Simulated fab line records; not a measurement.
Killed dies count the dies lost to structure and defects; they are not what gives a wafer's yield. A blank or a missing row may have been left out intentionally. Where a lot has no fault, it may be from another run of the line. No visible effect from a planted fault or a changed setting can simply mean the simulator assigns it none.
The same fault as seen by 2 desks || flow n5 finfet || only its own numbers are on each desk; what lay behind them is given at the end

THE TOOL OWNER'S DESK: pecvd-02
The tool's own readings at N5_BEOL_M0_DEP_125 (deposits SiCN from 3MS/NH3, target thk 8 nm, time 14 s): means of the sampled wafers that have a number, for each lot that ran on this tool. Any lot whose mean is over 4 standard deviations away from the usual mean is out of limits and marked OUT; that distance is given in the brackets.
Columns: A = showerhead plenum p Torr at N5_BEOL_M0_DEP_125, usual 3.666 Torr; B = throttle valve pct at N5_BEOL_M0_DEP_125, usual 9.1 %
{"lot": "L802", "first seen here": "day 7 04:00", "A": 3.670, "B": 9.2}
{"lot": "L809", "first seen here": "day 8 18:36", "A": 3.670, "B": 8.8}
{"lot": "L811", "first seen here": "day 9 09:06", "A": 3.653, "B": 9.1}
{"lot": "L812", "first seen here": "day 9 12:30", "A": 3.660, "B": 9.4}
Result from this desk: across the 4 lots, nothing is out of limits.

METROLOGY DESK
Means of the sampled wafers that have a number, per lot and without regard to the tool the lot ran on: this is what the gauges read. Any lot whose mean is over 4 standard deviations away from the usual mean is out of limits and marked OUT; that distance is given in the brackets. 7 of its 11 readings are shown, namely those furthest out on some lot.
Columns: A = IOFF_N at N5_BEOL_M4_RC_MEAS_101, usual 0.160 nA/um; B = ION_N at N5_BEOL_M4_RC_MEAS_101, usual 677 uA/um; C = ION_P at N5_BEOL_M4_RC_MEAS_101, usual 464 uA/um; D = SS_N at N5_BEOL_M4_RC_MEAS_101, usual 71.4 mV/dec; E = SS_P at N5_BEOL_M4_RC_MEAS_101, usual 73.3 mV/dec; F = VT_N at N5_BEOL_M4_RC_MEAS_101, usual 249.1 mV; G = VT_P at N5_BEOL_M4_RC_MEAS_101, usual -250 mV
{"lot": "L800", "first seen here": "day 6 18:56", "A": 0.124, "B": 662, "C": 457, "D": 71.3, "E": 73.3, "F": 253.6, "G": -254}
{"lot": "L802", "first seen here": "day 7 04:04", "A": 0.188, "B": 681, "C": 474, "D": 71.5, "E": 72.9, "F": 246.1, "G": -247}
{"lot": "L809", "first seen here": "day 8 18:40", "A": 0.141, "B": 669, "C": 461, "D": 70.7, "E": 72.7, "F": 251.6, "G": -250}
{"lot": "L811", "first seen here": "day 9 09:10", "A": 0.165, "B": 676, "C": 460, "D": 71.7, "E": 73.4, "F": 249.6, "G": -255}
{"lot": "L812", "first seen here": "day 9 12:35", "A": 0.171, "B": 680, "C": 458, "D": 71.5, "E": 74.1, "F": 249.2, "G": -252}
{"lot": "L821", "first seen here": "day 11 16:50", "A": 0.156, "B": 668, "C": 463, "D": 71.7, "E": 73.6, "F": 249.7, "G": -247}
{"lot": "L822", "first seen here": "day 11 23:36", "A": 0.160, "B": 674, "C": 463, "D": 71.7, "E": 72.8, "F": 247.6, "G": -248}
Result from this desk: across the 7 lots, nothing is out of limits.

PUT TOGETHER
The tool owner's desk saw nothing out of limits.
The metrology desk saw nothing out of limits.

WHAT THE SIMULATOR PUT IN
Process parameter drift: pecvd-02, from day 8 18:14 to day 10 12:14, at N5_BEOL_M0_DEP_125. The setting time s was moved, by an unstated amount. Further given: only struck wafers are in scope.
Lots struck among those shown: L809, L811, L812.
